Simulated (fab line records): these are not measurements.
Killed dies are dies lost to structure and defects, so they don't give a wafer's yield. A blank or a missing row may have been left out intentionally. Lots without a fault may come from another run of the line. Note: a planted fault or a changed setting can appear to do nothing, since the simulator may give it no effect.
Lot-split experiment + flow n5-finfet + 7 lots, 21 wafers read, on a route of 1938 steps

## ABOUT THE SPLIT
At N5_BEOL_M9_DESCUM_16 (chemistry O2, time 7.9 s), the setting time-s was moved away from the recipe's 7.9 s on 3 of the 21 wafers read, by -13.6% to +16.9%. For the rest of the wafers, this setting stayed at what the recipe calls for.

No step appears in the file between the split and the reading.

## THE READING
CAR-ArF_of_BEOL_M9_COAT_05.thk-nm (the simulator's own value, which no gauge read), in nm, at N5_BEOL_M9_ETCH_61 (etches SiARC in CF4, target depth 39 nm, time 65 s). The file gives no usual value for it. Across the 18 wafers here that went through the recipe, the average is 55.5 nm and the standard deviation 0.2 nm.

| wafer  | tool, chamber at the split | time-s as run, s | against the recipe | CAR-ArF_of_BEOL_M9_COAT_05.thk-nm, nm | against lot-mates on the recipe |
|--------|----------------------------|------------------|--------------------|---------------------------------------|---------------------------------|
| L081.1 | rie-diel-02, 0,3           | 7.9              | recipe             | 55.4                                  | -                               |
| L081.6 | rie-diel-02, 0,3           | 7.9              | recipe             | 55.4                                  | -                               |
| L081.3 | rie-diel-02, 2             | 8.662            | +9.6%              | 55.2                                  | -0.2                            |
| L084.3 | rie-diel-04, 3             | 9.237            | +16.9%             | 54.4                                  | -0.9                            |
| L084.4 | rie-diel-04, 1             | 7.9              | recipe             | 55.4                                  | -                               |
| L084.6 | rie-diel-04, 2             | 7.9              | recipe             | 55.2                                  | -                               |
| L082.1 | rie-diel-02, 0             | 7.9              | recipe             | 55.4                                  | -                               |
| L082.4 | rie-diel-02, 3             | 7.9              | recipe             | 55.2                                  | -                               |
| L082.5 | rie-diel-02, 1             | 7.9              | recipe             | 55.6                                  | -                               |
| L085.1 | rie-diel-05, 0,2,1         | 7.9              | recipe             | 55.8                                  | -                               |
| L085.3 | rie-diel-05, 0,2,1         | 7.9              | recipe             | 55.4                                  | -                               |
| L085.5 | rie-diel-05, 0,2,1         | 7.9              | recipe             | 55.6                                  | -                               |
| L088.4 | rie-diel-04, 1,0           | 7.9              | recipe             | 55.8                                  | -                               |
| L088.5 | rie-diel-04, 1,0           | 7.9              | recipe             | 55.6                                  | -                               |
| L088.6 | rie-diel-04, 3             | 7.9              | recipe             | 55.4                                  | -                               |
| L096.1 | rie-diel-05, 3,0,0         | 7.9              | recipe             | 55.6                                  | -                               |
| L096.2 | rie-diel-05, 3,0,0         | 7.9              | recipe             | 55.6                                  | -                               |
| L096.4 | rie-diel-05, 3,0,0         | 7.9              | recipe             | 55.8                                  | -                               |
| L097.1 | rie-diel-02, 0,3           | 7.9              | recipe             | 55.2                                  | -                               |
| L097.5 | rie-diel-02, 0,3           | 7.9              | recipe             | 55.2                                  | -                               |
| L097.4 | rie-diel-02, 1             | 6.822            | -13.6%             | 56                                    | +0.8                            |
Where a row lists several chambers, the file gives one row for several wafers and doesn't say which wafer went through which chamber.

THE FIT
A straight line over all 21 wafers: CAR-ArF_of_BEOL_M9_COAT_05.thk-nm changes by -0.0494 nm for each +1% of time-s; r = -0.78; the points scatter about the line by 0.21 nm.
The same after taking each lot's own level away (the mean of its wafers on the recipe; 21 wafers): -0.05 nm for each +1%; r = -0.89; scatter 0.14 nm.
According to that fit, moving time-s by its largest amount changes the reading by 0.85 nm.
Across the lots, their own levels run from 55.20 to 55.67 nm, a range of 2.3 times the standard deviation given above.
So the lot-to-lot level blurs the effect unless lot-mates are compared.
Check: with one of the wafers moved furthest among these (+16.9%) left out of the fit, the line predicts -0.753 nm for it against its lot-mates. Against them it came out at -0.9 nm.

## OTHER SPLITS ON THESE WAFERS
Other splits were also applied to these wafers ahead of the reading. Each is held against what the fit with the lots' levels taken away leaves over:
| other split on the same wafers | wafers away from the commonest value | r with CAR-ArF_of_BEOL_M9_COAT_05.thk-nm (lot level and that fit taken away) |
|--------------------------------|--------------------------------------|------------------------------------------------------------------------------|
| N5_BEOL_M8_DESCUM_16 time-s    | 6                                    | +0.38                                                                        |

## THE WHOLE CHAIN: every reading that the file lists as answering this split, in the file's order
| step                 | what it does                                       | reading                                                                            | change (the file's fit)                | r (the file's) |
|----------------------|----------------------------------------------------|------------------------------------------------------------------------------------|----------------------------------------|----------------|
| N5_BEOL_M9_DESCUM_16 | chemistry O2, time 7.9 s                           | CAR-ArF_of_BEOL_M9_COAT_05.thk-nm (the simulator's own value, which no gauge read) | -0.0388 nm for each +1% of the setting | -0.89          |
| N5_BEOL_M9_ETCH_61   | etches SiARC in CF4, target depth 39 nm, time 65 s | CAR-ArF_of_BEOL_M9_COAT_05.thk-nm (the simulator's own value, which no gauge read) | -0.0496 nm for each +1% of the setting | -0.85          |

## FILE'S OWN FIT
CAR-ArF_of_BEOL_M9_COAT_05.thk-nm changes by -0.0496 nm for each +1% of time-s, r = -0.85.
